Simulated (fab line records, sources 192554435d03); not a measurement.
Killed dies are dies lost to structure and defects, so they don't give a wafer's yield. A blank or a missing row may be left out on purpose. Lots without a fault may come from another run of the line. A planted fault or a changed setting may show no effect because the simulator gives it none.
Chamber matching | flow n5_finfet | N5_ILD0_ALD_15 on ald_sin-01: 4 sister chambers
The step deposits SiNx, target thk 24 nm, pulse time 1 s, ald cycles 480. 22 wafers are shown with their chamber, then 11 later ones without.

WAFERS WITH THEIR CHAMBER
wafer  | chamber | heater_power_w (W) | precursor_pulse_height_rel
L074.1 | 0       | 684                | 0.991
L074.3 | 3       | 835                | 1.000
L074.5 | 3       | 858                | 0.988
L079.1 | 0       | 685                | 0.964
L079.3 | 3       | 832                | 1.007
L079.4 | 2       | 965                | 0.997
L080.1 | 0       | 692                | 0.970
L080.2 | 3       | 835                | 0.998
L080.3 | 1       | 838                | 1.003
L080.4 | 2       | 987                | 0.977
L080.5 | 0       | 699                | 0.973
L080.6 | 1       | 841                | 1.011
L081.1 | 0       | 705                | 1.005
L081.2 | 2       | 979                | 1.004
L081.4 | 1       | 835                | 1.012
L082.1 | 2       | 976                | 1.023
L082.3 | 1       | 883                | 1.018
L082.6 | 3       | 840                | 0.998
L086.1 | 0       | 676                | 0.986
L086.2 | 1       | 843                | 1.003
L086.3 | 2       | 973                | 1.037
L086.4 | 3       | 820                | 1.019

SIGNATURES (means of the wafers above)
reading                    | chamber 0 | chamber 1 | chamber 2 | chamber 3 | scatter within a chamber
heater_power_w             | 690.17    | 848.00    | 976.00    | 836.67    | 13.3
precursor_pulse_height_rel | 0.98150   | 1.00940   | 1.00760   | 1.00167   | 0.015
Rule: a wafer's distance from a chamber is the root of the sum, over the readings, of the square of ((its reading less the chamber's mean) divided by the reading's scatter). The wafer belongs to the nearest chamber; if the next one is less than 2 further off, it can't be placed. The scatter: the root of (the sum of the squares of (reading less its chamber's mean) over the shown wafers, divided by (wafers less chambers)).

WAFERS WITHOUT THEIR CHAMBER
wafer  | heater_power_w (W) | precursor_pulse_height_rel
L086.5 | 710                | 1.016
L086.6 | 835                | 1.000
L088.2 | 707                | 1.006
L088.5 | 705                | 0.960
L088.6 | 850                | 1.019
L089.1 | 840                | 1.023
L089.2 | 863                | 0.993
L089.3 | 1006               | 1.014
L089.4 | 719                | 0.978
L089.5 | 999                | 1.057
L089.6 | 824                | 0.992

WHICH CHAMBER EACH WENT THROUGH
wafer  | from the rows above     | in truth
L086.5 | 0                       | 0
L086.6 | can't be placed: 3 or 1 | 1
L088.2 | 0                       | 0
L088.5 | 0                       | 0
L088.6 | can't be placed: 1 or 3 | 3
L089.1 | can't be placed: 1 or 3 | 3
L089.2 | can't be placed: 1 or 3 | 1
L089.3 | 2                       | 2
L089.4 | 0                       | 0
L089.5 | 2                       | 2
L089.6 | can't be placed: 3 or 1 | 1
Placed correctly: 6 of 11. Can't be placed from these rows: 5 (the true chamber is among the candidates in 5). Placed wrongly: 0.
